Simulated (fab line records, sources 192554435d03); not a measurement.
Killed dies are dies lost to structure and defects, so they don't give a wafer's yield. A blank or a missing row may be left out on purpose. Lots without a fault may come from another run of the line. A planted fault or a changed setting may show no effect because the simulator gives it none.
Split-lot experiment | flow n5_finfet | 7 lots, 39 wafers read, on a route of 1938 steps

THE SPLIT
At N5_SD_EPI_P_EPI_21 (deposits SiGe:B, time 355 s), the setting epi_growth_time_s was moved away from the recipe's 355 s on 12 of the 39 wafers read, by -59.4% to +46.0%. The other wafers ran this setting at the recipe's value.

The reading is taken at the split's own step.

THE READING
SiGe-B_of_SD_EPI_P_EPI_21.thk_nm (the simulator's own value, which no gauge read), in nm, at N5_SD_EPI_P_EPI_21 (deposits SiGe:B, time 355 s). The file gives no usual value for it. The 27 wafers here that ran the recipe average 60.8 nm, standard deviation 0.44 nm.

wafer  | tool, chamber at the split | epi_growth_time_s as run, s | against the recipe | SiGe-B_of_SD_EPI_P_EPI_21.thk_nm, nm | against lot-mates on the recipe
L074.1 | epi_rpcvd-02, 0            | 355                         | recipe             | 61                                   | -
L074.2 | epi_rpcvd-02, 0            | 144.3                       | -59.4%             | 27                                   | -33.4
L074.3 | epi_rpcvd-02, 0            | 144.3                       | -59.4%             | 27                                   | -33.4
L074.4 | epi_rpcvd-02, 0            | 355                         | recipe             | 59.6                                 | -
L074.5 | epi_rpcvd-02, 0            | 144.3                       | -59.4%             | 26.6                                 | -33.8
L074.6 | epi_rpcvd-02, 0            | 355                         | recipe             | 60.6                                 | -
L079.1 | epi_rpcvd-04, 0            | 238.7                       | -32.8%             | 44.8                                 | -15.6
L079.2 | epi_rpcvd-04, 0            | 238.7                       | -32.8%             | 44.6                                 | -15.8
L079.3 | epi_rpcvd-04, 0            | 355                         | recipe             | 60                                   | -
L079.4 | epi_rpcvd-04, 0            | 355                         | recipe             | 60.6                                 | -
L079.6 | epi_rpcvd-04, 0            | 355                         | recipe             | 60.6                                 | -
L079.5 | epi_rpcvd-04, 0            | 238.7                       | -32.8%             | 43.6                                 | -16.8
L087.1 | epi_rpcvd-04, 0            | 355                         | recipe             | 60.8                                 | -
L087.2 | epi_rpcvd-04, 0            | 355                         | recipe             | 60.8                                 | -
L087.3 | epi_rpcvd-04, 0            | 355                         | recipe             | 60.8                                 | -
L087.4 | epi_rpcvd-04, 0            | 355                         | recipe             | 61                                   | -
L087.5 | epi_rpcvd-04, 0            | 355                         | recipe             | 61.2                                 | -
L087.6 | epi_rpcvd-04, 0            | 355                         | recipe             | 60.2                                 | -
L089.1 | epi_rpcvd-04, 0            | 285.8                       | -19.5%             | 53                                   | -7.8
L089.2 | epi_rpcvd-04, 0            | 355                         | recipe             | 60.6                                 | -
L089.3 | epi_rpcvd-04, 0            | 355                         | recipe             | 61                                   | -
L089.4 | epi_rpcvd-04, 0            | 355                         | recipe             | 60.8                                 | -
L089.5 | epi_rpcvd-04, 0            | 285.8                       | -19.5%             | 52.4                                 | -8.4
L089.6 | epi_rpcvd-04, 0            | 285.8                       | -19.5%             | 52.8                                 | -8.0
L092.1 | epi_rpcvd-04, 0            | 355                         | recipe             | 61.2                                 | -
L092.4 | epi_rpcvd-04, 0            | 355                         | recipe             | 61.2                                 | -
L092.2 | epi_rpcvd-04, 0            | 518.4                       | +46.0%             | 81                                   | +19.7
L092.3 | epi_rpcvd-04, 0            | 518.4                       | +46.0%             | 80.4                                 | +19.1
L092.5 | epi_rpcvd-04, 0            | 518.4                       | +46.0%             | 79.8                                 | +18.5
L092.6 | epi_rpcvd-04, 0            | 355                         | recipe             | 61.4                                 | -
L095.1 | epi_rpcvd-02, 0            | 355                         | recipe             | 61.4                                 | -
L095.3 | epi_rpcvd-02, 0            | 355                         | recipe             | 61.4                                 | -
L095.5 | epi_rpcvd-02, 0            | 355                         | recipe             | 61.4                                 | -
L095.2 | epi_rpcvd-02, 0            | 355                         | recipe             | 61                                   | -
L095.6 | epi_rpcvd-02, 0            | 355                         | recipe             | 61                                   | -
L095.4 | epi_rpcvd-02, 0            | 355                         | recipe             | 60.8                                 | -
L097.1 | epi_rpcvd-03, 0            | 355                         | recipe             | 60.6                                 | -
L097.3 | epi_rpcvd-03, 0            | 355                         | recipe             | 60.8                                 | -
L097.6 | epi_rpcvd-03, 0            | 355                         | recipe             | 60.2                                 | -

THE FIT
A straight line over all 39 wafers: SiGe-B_of_SD_EPI_P_EPI_21.thk_nm changes by +0.505 nm for each +1% of epi_growth_time_s; r = +0.99; the points scatter about the line by 1.6 nm.
The same after taking each lot's own level away (the mean of its wafers on the recipe; 39 wafers): +0.497 nm for each +1%; r = +0.99; scatter 1.6 nm.
On that fit, the largest move of epi_growth_time_s shifts the reading by 29 nm.
The lots' own levels span 60.40 to 61.27 nm, that is 2.0 times the standard deviation above.
So the lot-to-lot level changes the slope little: the two slopes agree.
Check: with one of the wafers moved furthest among these (-59.4%) left out of the fit, the line predicts -29.2 nm for it against its lot-mates. It came out at -33.4 nm against them.

OTHER SPLITS ON THESE WAFERS
These wafers also went through other splits before the reading. Each is held against what the fit with the lots' levels taken away leaves over:
other split on the same wafers        | wafers away from the commonest value | r with SiGe-B_of_SD_EPI_P_EPI_21.thk_nm (lot level and that fit taken away)
N5_FIN_SAQP_HM_DEP_03 target_thk_a    | 12                                   | +0.09
N5_FIN_SAQP_DEVELOP_15 develop_time_s | 12                                   | +0.08

THE WHOLE CHAIN: every reading that the file lists as answering this split, in the file's order
step                    | what it does                | reading                                                                           | change (the file's fit)               | r (the file's)
N5_SD_EPI_P_EPI_21      | deposits SiGe:B, time 355 s | SiGe-B_of_SD_EPI_P_EPI_21.thk_nm (the simulator's own value, which no gauge read) | +0.501 nm for each +1% of the setting | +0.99
N5_SD_EPI_P_EPI_MEAS_23 |                             | thk_nm                                                                            | withheld for each +1% of the setting  | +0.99

THE FILE'S OWN FIT
SiGe-B_of_SD_EPI_P_EPI_21.thk_nm changes by +0.501 nm for each +1% of epi_growth_time_s, r = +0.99.
